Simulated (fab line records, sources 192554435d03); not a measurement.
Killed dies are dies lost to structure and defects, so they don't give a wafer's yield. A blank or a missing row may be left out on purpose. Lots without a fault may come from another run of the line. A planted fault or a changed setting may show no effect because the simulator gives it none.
fab line records | flow n5_finfet
record lots=6 wafers=18 last_day=16
route steps=1938 shown SDB@376 DUMMY_REMOVAL@377 HKMG_FIN@385 BEOL_M4@1111 PASSIVATION@1936
lots that met no fault: from a run of the same line without faults
start_h: hours from the record's first day to the start of the lot's first wafer shown | wait_h: hours since the lot's step before | " the same as in the row above | L1.1+2: a row that stands for several wafers | - no value, or no start given | * or withheld: withheld | < > ~ a bound
route shown NAME@n: a module of which the file shows steps, and the number in the route of the first | usual: mean/standard deviation of fault-free wafers | same: alike in all rows | chamber/n: place in a boat | sites: the reading at each site | _std_site: their standard deviation | _edge_site: outer sites' mean less inner sites' | radius_mm: how far each site lies from the wafer's centre | mask NAME#n: copy n | behind: the tool/chamber that last shaped the wafer | hold: why the lot was held/for how many hours/how that ended | device: the transistor (n, p or np) that didn't switch | end of line: the same wafers' tests at the end of the route | a step without rows: its recipe alone | killed: dies lost to structure and defects at the first sort, not the wafer's yield | map: a wafer's dies, x killed, . not, _ none there
set.NAME: the setting as run; set.NAME@STEP: as run at that earlier step | model.NAME: the simulator's own value behind a step, which no gauge read
lots at some steps of the route; a table a step, a row a wafer
services: from which hour (start_h, from the record's first day; less than 0 if before it) a tool's chamber was out of use, for how many hours, and why
## steps
# step N5_SDB_INSPECT_36
# recipe inspect_instrument=darkfield mode=post_cmp
# usual raw_defect_count=39/16
# columns lot.wafer tool chamber start_h wait_h raw_defect_count
L522.2 defect_inspect-01 - 100.91 0.0 19
L522.4 " - " " 21
L522.5 " - " " 34
L526.4 defect_inspect-02 - 118.81 0.0 54
L526.5 " - " " 57
L526.6 " - " " 50
L529.1 defect_inspect-01 - 144.63 0.0 44
L529.3 " - " " 19
L529.6 " - " " 59
L537.1 defect_inspect-02 - 187.94 0.0 43
L537.3 " - " " 51
L537.6 " - " " 60
L538.4 defect_inspect-01 - 193.62 0.0 32
L538.5 " - " " 30
L538.6 " - " " 17
L540.1 defect_inspect-01 - 204.57 0.0 41
L540.3 " - " " 40
L540.6 " - " " 21
# step N5_DUMMY_REMOVAL_HM_STRIP_01
# recipe chemistry=CH3F/O2 material=SiNx target_depth_a=40 stop_on=poly-Si time_s=6.8 over_etch_frac=0.3 ion_energy_ev=60 power_w=410 bias_w=29 Ar_flow_sccm=150 CH3F_flow_sccm=30 O2_flow_sccm=20
# usual drypump_motor_current_A=5.7/0.45 oes_product_au=0.61/0.056 rf_vpp_V=127.4/0.96 showerhead_plenum_p_Torr=2.00/0.063 throttle_valve_pct=16.42/0.27
# same time_s=6.8
# columns lot.wafer tool chamber start_h wait_h drypump_motor_current_A oes_product_au rf_hours_counter_h rf_vpp_V showerhead_plenum_p_Torr throttle_valve_pct
L522.2 rie_diel-01 3 100.94 0.0 5.8 0.61 158 127.3 1.92 16.25
L522.4 " 0 " " 5.3 0.58 231 129.9 2.04 16.67
L522.5 " 3 " " 5.8 0.60 - 127.1 1.92 16.25
L526.4 rie_diel-04 2 118.91 0.1 5.7 0.60 - 128.7 2.07 15.99
L526.5 " 0 " " 4.7 0.57 - 125.8 1.92 16.52
L526.6 " 1 " " 6.1 0.56 - 126.5 1.99 16.60
L529.1 rie_diel-04 1 144.66 0.0 6.1 0.56 253 126.5 1.98 16.60
L529.3 " 2 " " 5.7 0.59 168 129.1 2.07 16.00
L529.6 " 2 " " 5.7 0.59 - 129.8 2.07 16.02
L537.1 rie_diel-04 0 187.97 0.0 4.7 0.56 205 126.9 1.91 16.58
L537.3 " 2 " " 5.8 0.59 185 128.1 2.06 16.05
L537.6 " 1 " " 6.1 0.79 - 125.9 1.98 16.13
L538.4 rie_diel-01 1 193.67 0.0 6.0 0.71 - 127.6 2.04 15.99
L538.5 " 2 " " 6.3 0.61 - 125.9 1.99 16.46
L538.6 " 3 " " 5.8 0.60 - 126.3 1.91 16.31
L540.1 rie_diel-03 2 204.61 0.0 5.5 0.61 175 125.2 1.92 16.64
L540.3 " 3 " " 5.2 0.60 188 127.7 2.09 16.65
L540.6 " 1 " " 5.7 0.60 - 126.7 2.00 16.56
# step N5_DUMMY_REMOVAL_STRIP_10
# recipe chemistry=N2/H2 time_s=40 power_w=100 temp_c=40 pressure_mtorr=100 rf_frequency_hz=6e+07 bias_power_w=3 n2_flow_sccm=300 h2_flow_sccm=300
# usual drypump_motor_current_A=5.7/0.45 h2_flow_sccm=300.0/0.85 oes_product_au=0.75/0.073 rf_vpp_V=45.3/0.9 showerhead_plenum_p_Torr=3.37/0.11 throttle_valve_pct=12.30/0.28
# same time_s=40
# columns lot.wafer tool chamber start_h wait_h drypump_motor_current_A h2_flow_sccm oes_product_au rf_hours_counter_h rf_vpp_V showerhead_plenum_p_Torr throttle_valve_pct
L522.2 rie_diel-01 3 100.98 0.0 5.8 300.9 0.75 158 44.6 3.25 12.20
L522.4 " 0 " " 5.3 299.5 0.70 231 44.9 3.45 12.60
L522.5 " 3 " " 5.8 299.5 0.75 - 46.0 3.25 12.21
L526.4 rie_diel-04 2 118.96 0.0 5.8 298.2 0.74 - 45.8 3.51 11.93
L526.5 " 0 " " 4.7 298.8 0.70 - 44.9 3.23 12.52
L526.6 " 1 " " 6.1 299.7 0.69 - 44.4 3.33 12.44
L529.1 rie_diel-04 1 144.70 0.0 6.1 299.2 0.68 253 46.1 3.32 12.46
L529.3 " 2 " " 5.7 300.5 0.73 168 46.9 3.50 11.95
L529.6 " 2 " " 5.8 300.8 0.73 - 46.0 3.50 11.95
L537.1 rie_diel-04 0 188.01 0.0 4.7 300.1 0.69 205 45.7 3.22 12.61
L537.3 " 2 " " 5.8 299.6 0.72 185 44.5 3.49 11.96
L537.6 " 1 " " 6.1 299.0 1.01 - 44.3 3.32 11.82
L538.4 rie_diel-01 1 193.72 0.0 6.0 299.1 0.88 - 44.6 3.42 11.78
L538.5 " 2 " " 6.3 300.2 0.72 - 45.7 3.37 12.42
L538.6 " 3 " " 5.8 300.3 0.73 - 45.0 3.24 12.28
L540.1 rie_diel-03 2 204.64 0.0 5.5 300.9 0.73 175 44.2 3.23 12.50
L540.3 " 3 " " 5.3 299.2 0.74 188 46.6 3.48 12.38
L540.6 " 1 " " 5.8 301.2 0.73 - 43.3 3.35 12.39
# step N5_DUMMY_REMOVAL_PRECLEAN_07
# recipe chemistry=dHF time_s=30 temp_c=25 dilution=withheld
# step N5_DUMMY_REMOVAL_DUMMY_REMOVE_02
# recipe chemistry=TMAH temp_c=70 target=poly-Si stop_on=SiO2 target_depth_nm=142 conc_wt_pct=5 time_s=57 dry=ipa_marangoni rinse_time_s=30 rinse_temp_c=23
# step N5_DUMMY_REMOVAL_INSPECT_06
# recipe inspect_instrument=brightfield mode=aei
# usual raw_defect_count=13/6.7
# columns lot.wafer tool chamber start_h wait_h raw_defect_count
L522.2 defect_inspect-02 - 101.14 0.0 3
L522.4 " - " " 3
L522.5 " - " " 16
L526.4 defect_inspect-02 - 119.10 0.0 15
L526.5 " - " " 19
L526.6 " - " " 7
L529.1 defect_inspect-02 - 144.86 0.0 14
L529.3 " - " " 7
L529.6 " - " " 13
L537.1 defect_inspect-01 - 188.17 0.0 9
L537.3 " - " " 8
L537.6 " - " " 23
L538.4 defect_inspect-02 - 193.85 0.0 11
L538.5 " - " " 15
L538.6 " - " " 14
L540.1 defect_inspect-01 - 204.80 0.0 5
L540.3 " - " " 11
L540.6 " - " " 14
# step N5_DUMMY_REMOVAL_PRECLEAN_08
# recipe chemistry=NF3:NH3 afs_cycles=2 temp_c=30 time_s=20 sublimation_temp_c=180 sublimation_time_s=60 pressure_torr=3 rf_power_w=30
# step N5_DUMMY_REMOVAL_PRECLEAN_04
# recipe chemistry=DHF time_s=37 temp_c=25 dilution=500:1
# step N5_DUMMY_REMOVAL_SRD_05
# recipe dry=ipa_marangoni do_ppb=5 time_s=30 temp_c=23 rinse_liquid=diw
# step N5_HKMG_FIN_IL_REGROW_00
# recipe material=SiO2 target_thk_a=7.5 chemistry=O3 temp_c=withheld time_s=30
# step N5_HKMG_FIN_HK_ALD_01
# recipe material=HfO2 target_thk_a=16 temp_c=withheld ald_precursor_family=HfCl4 ald_co_reactant=H2O pulse_time_s=3 purge_time_s=3 co_reactant_purge_time_s=2.5 co_reactant_pulse_time_s=0.3 ald_cycles=30
# usual co_reactant_pulse_time_s=0.3/0 precursor_pulse_height_rel=1.002/0.018
# columns lot.wafer tool chamber start_h wait_h co_reactant_pulse_time_s precursor_pulse_height_rel
L522.2 ald_hk-03 0 101.49 0.0 0.3 1.014
L522.4 " 2 " " 0.3 1.023
L522.5 " 0 " " 0.3 1.017
L526.4 ald_hk-01 3 119.45 0.0 0.3 1.003
L526.5 " 2 " " 0.3 0.984
L526.6 " 1 " " 0.3 1.044
L529.1 ald_hk-01 3 145.22 0.0 0.3 1.018
L529.3 " 2 " " 0.3 0.992
L529.6 " 3 " " 0.3 0.993
L537.1 ald_hk-02 3 188.54 0.0 0.3 1.026
L537.3 " 1 " " 0.3 1.024
L537.6 " 3 " " 0.3 1.007
L538.4 ald_hk-02 3 194.20 0.0 0.3 1.003
L538.5 " 0 " " 0.3 0.985
L538.6 " 1 " " 0.3 0.999
L540.1 ald_hk-01 3 205.16 0.0 0.3 1.004
L540.3 " 1 " " 0.3 1.034
L540.6 " 2 " " 0.3 0.988
# step N5_HKMG_FIN_HK_ANNEAL_02
# recipe temp_c=700 time_s=30 ambient=N2 idle_temp_c=600 ramp_up_c_per_s=150 ramp_down_c_per_s=60 cool_to_c=600
# usual lamp_power_pct=8.80/0.052 lamp_zone_4_pct=8.795/0.011 wafer_temp_C_max=702.9/0.7
# same time_s=30
# columns lot.wafer tool chamber start_h wait_h lamp_power_pct lamp_zone_4_pct wafer_temp_C_max
L522.2 rtp_anneal-02 0 101.71 0.1 8.85 8.803 703.2
L522.4 " 0 " " 8.84 8.796 702.0
L522.5 " 0 " " 8.86 8.808 702.8
L526.4 rtp_anneal-01 0 119.84 0.3 8.80 8.785 703.3
L526.5 " 0 " " 8.80 8.787 702.5
L526.6 " 0 " " 8.78 8.783 702.7
L529.1 rtp_anneal-01 0 145.40 0.1 8.81 8.809 704.3
L529.3 " 0 " " 8.84 8.796 702.6
L529.6 " 0 " " 8.73 8.808 702.0
L537.1 rtp_anneal-01 0 188.73 0.1 8.87 8.803 703.3
L537.3 " 0 " " 8.84 8.798 701.7
L537.6 " 0 " " 8.73 8.804 702.9
L538.4 rtp_anneal-01 0 194.48 0.2 8.79 8.802 703.0
L538.5 " 0 " " 8.78 8.797 703.2
L538.6 " 0 " " 8.81 8.791 702.6
L540.1 rtp_anneal-02 0 205.35 0.1 8.86 8.810 702.6
L540.3 " 0 " " 8.83 8.797 703.5
L540.6 " 0 " " 8.77 8.791 702.0
# step N5_HKMG_FIN_ALD_74
# recipe material=La2O3 target_thk_a=5 temp_c=250 ald_precursor_family=La-Cp ald_co_reactant=O3 pulse_time_s=6 co_reactant_pulse_time_s=1 purge_time_s=3 co_reactant_purge_time_s=3
# usual co_reactant_pulse_time_s=1/0 heater_power_w=349/28 precursor_pulse_height_rel=1.001/0.019
# columns lot.wafer tool chamber start_h wait_h co_reactant_pulse_time_s heater_power_w precursor_pulse_height_rel
L522.2 ald_hk-02 1 101.90 0.2 1 339 0.966
L522.4 " 3 " " 1 328 0.982
L522.5 " 0 " " 1 373 0.985
L526.4 ald_hk-02 2 119.97 0.1 1 364 1.006
L526.5 " 0 " " 1.0706 366 0.985
L526.6 " 1 " " 1.0706 330 1.033
L529.1 ald_hk-02 1 145.62 0.2 1 348 1.031
L529.3 " 2 " " 1 365 0.965
L529.6 " 0 " " 1.0706 370 1.008
L537.1 ald_hk-03 0 188.95 0.2 1 330 0.993
L537.3 " 1 " " 1 308 1.044
L537.6 " 3 " " 1 350 0.997
L538.4 ald_hk-03 1 194.61 0.1 1 307 1.001
L538.5 " 3 " " 1 358 1.003
L538.6 " 0 " " 1 330 1.001
L540.1 ald_hk-02 3 205.56 0.2 1 329 0.986
L540.3 " 2 " " 1 362 1.014
L540.6 " 2 " " 1 363 1.000
# step N5_HKMG_FIN_ALD_75
# recipe material=Al2O3 target_thk_a=10 temp_c=150 ald_precursor_family=TMA ald_co_reactant=H2O pulse_time_s=withheld co_reactant_pulse_time_s=1
# usual heater_power_w=151/12 precursor_pulse_height_rel=0.999/0.02
# columns lot.wafer tool chamber start_h wait_h heater_power_w precursor_pulse_height_rel
L522.2 ald_hk-02 1 101.97 0.0 149 0.964
L522.4 " 3 " " 139 1.018
L522.5 " 0 " " 159 1.001
L526.4 ald_hk-02 2 120.05 0.0 152 1.002
L526.5 " 0 " " 158 0.976
L526.6 " 1 " " 146 1.006
L529.1 ald_hk-02 1 145.69 0.0 144 0.994
L529.3 " 2 " " 160 1.019
L529.6 " 0 " " 160 0.972
L537.1 ald_hk-03 0 189.03 0.0 140 0.976
L537.3 " 1 " " 134 0.985
L537.6 " 3 " " 149 0.999
L538.4 ald_hk-03 1 194.68 0.0 133 1.022
L538.5 " 3 " " 152 0.993
L538.6 " 0 " " 145 0.997
L540.1 ald_hk-02 3 205.64 0.0 141 1.004
L540.3 " 2 " " 158 1.007
L540.6 " 2 " " 158 0.979
# step N5_BEOL_M4_RC_MEAS_101
# usual DIBL_N=35.9/1.6 DIBL_P=35.6/2.1 IOFF_N=0.149/0.029 IOFF_P=0.20/0.033 ION_N=671/11 ION_P=460/7.3 SS_N=71.4/0.62 SS_P=73.2/0.65 VT_N=251/3.1 VT_P=-251/3.4
# columns lot.wafer tool chamber start_h wait_h DIBL_N[mV/V] DIBL_P[mV/V] IOFF_N[nA/um] IOFF_P[nA/um] ION_N[uA/um] ION_P[uA/um] SS_N[mV/dec] SS_P[mV/dec] VT_N[mV] VT_P[mV]
L522.2 prober-02 0 193.12 0.2 36.4 37.4 0.163 0.22 670 460 71.7 73.4 249 -250
L522.4 " 0 " " 34.3 35.2 0.145 0.20 671 462 70.9 73.4 251 -251
L522.5 " 0 " " 33.6 33.6 0.123 0.17 662 452 72.0 72.4 256 -255
L526.4 prober-01 0 209.50 0.5 38.4 40.8 0.194 0.27 684 474 72.3 74.1 249 -245
L526.5 " 0 " " 37.5 40.9 0.187 0.26 691 473 71.2 74.5 246 -247
L526.6 " 0 " " 37.2 39.6 0.186 0.24 692 473 71.2 74.3 248 -248
L529.1 prober-01 0 236.34 0.0 34.7 33.5 0.129 0.20 663 460 71.4 73.7 251 -249
L529.3 " 0 " " 34.8 33.8 0.125 0.22 653 463 71.2 73.2 254 -249
L529.6 " 0 " " 35.6 33.3 0.139 0.21 661 452 71.1 72.9 251 -247
L537.1 prober-02 0 280.85 0.0 33.7 33.6 0.127 0.18 666 464 71.3 73.2 250 -250
L537.3 " 0 " " 37.2 35.9 0.165 0.21 666 459 71.4 73.1 251 -250
L537.6 " 0 " " 35.7 35.1 0.146 0.21 661 455 71.1 73.0 252 -250
L538.4 prober-01 0 283.83 0.5 35.0 33.9 0.123 0.19 661 459 72.3 73.0 254 -252
L538.5 " 0 " " 34.4 33.4 0.119 0.18 657 459 71.1 72.4 254 -251
L538.6 " 0 " " 35.0 34.5 0.129 0.21 673 470 71.4 72.9 252 -250
L540.1 prober-02 0 300.46 0.0 39.6 38.6 0.223 0.27 694 476 72.4 74.5 242 -244
L540.3 " 0 " " 37.8 37.6 0.195 0.25 690 467 71.7 73.5 247 -248
L540.6 " 0 " " 37.5 37.1 0.180 0.24 675 464 71.8 73.3 246 -247
# step N5_PASSIVATION_PROBE_49
# usual defect_limited_yield=90.9/1.5 killed_at_M0_to_M3=36/9.9 killed_at_M4_up=13/4.5 killed_at_contacts=13/6.4 killed_at_front_end=42/12 killed_at_other=3.4/3 killed_dies=107/18 killed_open=69/13 killed_short=35/8.2 sort_bin_5_function=5.3/1.1 sort_bin_6_memory=3.4/0.69 sort_n_pass=1073/18 sort_yield_pct=90.9/1.5
# same gross_dies=1180 killed_at_back_side=0 sort_bin_4_leakage[%]=0 sort_bin_8_speed[%]=0
# columns lot.wafer tool chamber start_h wait_h defect_limited_yield[%] killed_at_M0_to_M3 killed_at_M4_up killed_at_contacts killed_at_front_end killed_at_other killed_dies killed_open killed_short sort_bin_5_function[%] sort_bin_6_memory[%] sort_n_pass sort_yield_pct[%]
L522.2 prober-02 - 294.84 0.1 94.1 23 12 7 23 5 70 47 22 4.0 1.8 1110 94.1
L522.4 prober-02 - 294.94 0.2 93.6 34 6 5 26 4 75 47 28 3.2 2.8 1105 93.6
L522.5 prober-02 - 294.99 0.2 92.5 34 9 7 36 3 89 60 29 3.8 3.4 1091 92.5
L526.4 prober-01 - 306.51 0.2 90.8 37 16 11 38 6 108 75 33 5.3 3.5 1072 90.8
L526.5 prober-01 - 306.56 0.2 91.5 41 9 4 42 4 100 53 46 4.3 3.7 1080 91.5
L526.6 prober-01 - 306.61 0.3 91.2 29 26 12 34 3 104 66 37 5.0 3.6 1076 91.2
L529.1 prober-01 - 333.57 0.0 91.8 46 17 6 28 0 97 60 37 4.6 3.4 1083 91.8
L529.3 prober-01 - 333.67 0.1 90.3 37 18 9 48 3 115 74 36 5.6 3.5 1065 90.3
L529.6 prober-01 - 333.82 0.3 91.4 37 8 11 45 1 102 67 33 4.7 3.6 1078 91.4
L537.1 prober-01 - 376.81 0.8 87.9 50 17 9 64 3 143 95 44 7.0 4.6 1037 87.9
L537.3 prober-01 - 376.91 0.9 89.2 49 16 4 58 0 127 86 38 5.8 4.5 1053 89.2
L537.6 prober-01 - 377.06 1.0 89.1 32 18 15 62 2 129 81 45 6.7 3.6 1051 89.1
L538.4 prober-02 - 386.86 0.2 91.2 46 7 11 31 9 104 65 36 5.1 3.6 1076 91.2
L538.5 prober-02 - 386.91 0.2 91.1 56 11 11 20 7 105 66 38 5.6 3.0 1075 91.1
L538.6 prober-02 - 386.96 0.3 90.4 44 14 19 34 2 113 81 30 5.8 3.6 1067 90.4
L540.1 prober-02 - 394.94 0.0 90.7 39 11 21 37 2 110 79 28 5.9 3.1 1070 90.7
L540.3 prober-02 - 395.04 0.1 89.7 35 16 8 59 4 122 84 38 5.3 4.8 1058 89.7
L540.6 prober-02 - 395.19 0.3 92.7 25 9 12 36 4 86 49 36 3.9 3.1 1094 92.7
# killed by level:class
L522.2 BEOL_M3:geometric_particle:open=9 FIN_SAQP:geometric_particle:open=6 BEOL_M2:geometric_particle:open=6 MOL_CONTACT_COAG:geometric_particle:open=5 BEOL_M4:geometric_particle:open=5 BEOL_M0_SAQP:geometric_particle:open=4 FIN_SAQP:geometric_particle:short=3 BEOL_M0_SAQP:geometric_particle:short=3
L522.4 BEOL_M0_SAQP:geometric_particle:short=15 BEOL_M0_SAQP:geometric_particle:open=12 DUMMY_GATE:geometric_particle:open=5 MOL_CONTACT_COAG:geometric_particle:open=5 STI_FIN_REVEAL:geometric_particle:open=4 BEOL_M3:geometric_particle:open=4 FIN_SAQP:geometric_particle:short=3 FIN_SAQP:geometric_particle:open=3
L522.5 DUMMY_GATE:geometric_particle:open=8 BEOL_M2:geometric_particle:open=8 BEOL_M0_SAQP:geometric_particle:short=7 STI_FIN_REVEAL:geometric_particle:open=6 MOL_CONTACT_COAG:geometric_particle:open=6 BEOL_M3:geometric_particle:open=6 FIN_SAQP:geometric_particle:open=5 BEOL_M0_SAQP:geometric_particle:open=5
L526.4 BEOL_M0_SAQP:geometric_particle:open=14 MOL_CONTACT_COAG:geometric_particle:open=9 FIN_SAQP:geometric_particle:open=8 BEOL_M4:geometric_particle:open=8 STI_FIN_REVEAL:geometric_particle:open=7 BEOL_M0_SAQP:geometric_particle:short=7 FIN_SAQP:geometric_particle:short=6 BEOL_M1:geometric_particle:open=6
L526.5 FIN_SAQP:geometric_particle:short=13 BEOL_M0_SAQP:geometric_particle:open=11 BEOL_M0_SAQP:geometric_particle:short=8 GATE_CUT:geometric_particle:short=7 BEOL_M4:geometric_particle:open=7 STI_FIN_REVEAL:geometric_particle:open=5 BEOL_M1:geometric_particle:open=5 BEOL_M2:geometric_particle:short=5
L526.6 BEOL_M4:geometric_particle:open=14 BEOL_M0_SAQP:geometric_particle:short=12 MOL_CONTACT_COAG:geometric_particle:open=9 FIN_SAQP:geometric_particle:short=6 DUMMY_GATE:geometric_particle:open=6 GATE_CUT:geometric_particle:open=5 BEOL_M0_SAQP:geometric_particle:open=5 BEOL_M2:geometric_particle:open=4
L529.1 BEOL_M2:geometric_particle:open=13 FIN_SAQP:geometric_particle:short=9 BEOL_M0_SAQP:geometric_particle:short=9 FIN_SAQP:geometric_particle:open=6 MOL_CONTACT_COAG:geometric_particle:open=6 BEOL_M3:geometric_particle:open=6 BEOL_M1:geometric_particle:open=5 BEOL_M2:geometric_particle:short=5
L529.3 BEOL_M1:geometric_particle:open=11 FIN_SAQP:geometric_particle:short=9 STI_FIN_REVEAL:geometric_particle:open=9 MOL_CONTACT_COAG:geometric_particle:open=9 BEOL_M0_SAQP:geometric_particle:short=9 FIN_SAQP:geometric_particle:open=7 BEOL_M4:geometric_particle:open=7 BEOL_M0_SAQP:geometric_particle:open=5
L529.6 FIN_SAQP:geometric_particle:short=13 BEOL_M0_SAQP:geometric_particle:open=12 MOL_CONTACT_COAG:geometric_particle:open=10 FIN_SAQP:geometric_particle:open=9 BEOL_M2:geometric_particle:open=9 BEOL_M0_SAQP:geometric_particle:short=6 ILD0:geometric_particle:open=4 BEOL_M3:geometric_particle:open=4
L537.1 FIN_SAQP:geometric_particle:open=20 GATE_CUT:geometric_particle:short=15 STI_FIN_REVEAL:geometric_particle:open=13 BEOL_M2:geometric_particle:open=11 BEOL_M1:geometric_particle:open=8 BEOL_M4:geometric_particle:open=8 BEOL_M3:geometric_particle:open=8 BEOL_M0:geometric_particle:open=7
L537.3 STI_FIN_REVEAL:geometric_particle:open=18 BEOL_M3:geometric_particle:open=15 BEOL_M2:geometric_particle:open=11 FIN_SAQP:geometric_particle:open=8 GATE_CUT:geometric_particle:short=7 BEOL_M4:geometric_particle:open=7 FIN_SAQP:geometric_particle:short=6 STARTING-WAFER:geometric_particle:open=5
L537.6 FIN_SAQP:geometric_particle:open=17 MOL_CONTACT_COAG:geometric_particle:open=11 BEOL_M5:geometric_particle:open=9 FIN_SAQP:geometric_particle:short=8 DUMMY_GATE:geometric_particle:open=7 STI_FIN_REVEAL:geometric_particle:open=5 GATE_CUT:geometric_particle:short=5 BEOL_M2:geometric_particle:open=5
L538.4 BEOL_M0_SAQP:geometric_particle:short=14 MOL_CONTACT_COAG:geometric_particle:open=9 FIN_SAQP:geometric_particle:open=8 BEOL_M0:geometric_particle:open=7 BEOL_M1:geometric_particle:open=7 FIN_SAQP:geometric_particle:short=6 BEOL_M0_SAQP:geometric_particle:open=4 BEOL_M2:geometric_particle:open=4
L538.5 BEOL_M0_SAQP:geometric_particle:short=14 MOL_CONTACT_COAG:geometric_particle:open=11 BEOL_M2:geometric_particle:open=11 BEOL_M3:geometric_particle:open=10 BEOL_M0_SAQP:geometric_particle:open=6 FIN_SAQP:geometric_particle:open=5 BEOL_M3:geometric_particle:short=5 BEOL_M1:geometric_particle:open=3
L538.6 MOL_CONTACT_COAG:geometric_particle:open=15 BEOL_M2:geometric_particle:open=12 FIN_SAQP:geometric_particle:open=11 BEOL_M0_SAQP:geometric_particle:short=7 BEOL_M3:geometric_particle:open=7 BEOL_M5:geometric_particle:open=5 FIN_SAQP:geometric_particle:short=5 BEOL_M0_SAQP:geometric_particle:open=5
L540.1 MOL_CONTACT_COAG:geometric_particle:open=19 BEOL_M1:geometric_particle:open=10 BEOL_M3:geometric_particle:open=9 FIN_SAQP:geometric_particle:open=7 DUMMY_GATE:geometric_particle:open=7 BEOL_M0_SAQP:geometric_particle:short=6 GATE_CUT:geometric_particle:short=5 STARTING-WAFER:geometric_particle:open=5
L540.3 FIN_SAQP:geometric_particle:open=18 FIN_SAQP:geometric_particle:short=12 BEOL_M3:geometric_particle:open=11 BEOL_M2:geometric_particle:open=10 STI_FIN_REVEAL:geometric_particle:open=8 BEOL_M4:geometric_particle:open=8 MOL_CONTACT_COAG:geometric_particle:open=7 ILD0:geometric_particle:open=4
L540.6 MOL_CONTACT_COAG:geometric_particle:open=9 FIN_SAQP:geometric_particle:short=6 STI_FIN_REVEAL:geometric_particle:open=6 BEOL_M2:geometric_particle:open=6 BEOL_M0_SAQP:geometric_particle:short=6 FIN_SAQP:geometric_particle:open=5 ILD0:geometric_particle:short=4 BEOL_M1:geometric_particle:open=4
## services
# columns tool chamber start_h hours kind
rie_diel-01 3 89.35 5.1 repair
rie_diel-04 1 100.49 1.5 repair
rie_diel-01 - 103.88 18.9 repair
rie_diel-04 3 109.90 12.2 repair
rie_diel-04 3 126.58 27.6 repair
rie_diel-01 - 126.93 0.3 repair
rie_diel-04 - 138.91 0.5 repair
rie_diel-04 1 154.34 - clean
rie_diel-04 1 154.34 - consumable_replace:focus_ring
rie_diel-04 1 154.34 25.1 scheduled_down
rie_diel-04 1 154.34 25.1 vent_cycle
ald_hk-03 - 163.54 0.9 repair
rie_diel-01 0 188.11 - clean
rie_diel-01 0 188.11 - consumable_replace:focus_ring
rie_diel-01 0 188.11 20.4 scheduled_down
rie_diel-01 0 188.11 20.4 vent_cycle
rie_diel-01 1 203.57 15.6 repair
## key
first_sign step=N5_HKMG_FIN_ALD_74 reading=co_reactant_pulse_time_s direction=up sigmas=99+ usual=* struck=*
effect none on later readings
met_at N5_HKMG_FIN_ALD_74
struck_wafers L526.5,L526.6,L529.6
onset_between 101.90 119.97
fault kind=process_parameter_drift tool=ald_hk-02 chamber=- onset_h=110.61 steps=N5_HKMG_FIN_ALD_74 channel=co_reactant_pulse_time_s offset=* shape=step end_h=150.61 scope=struck_wafers_only acts_in=* stated=*
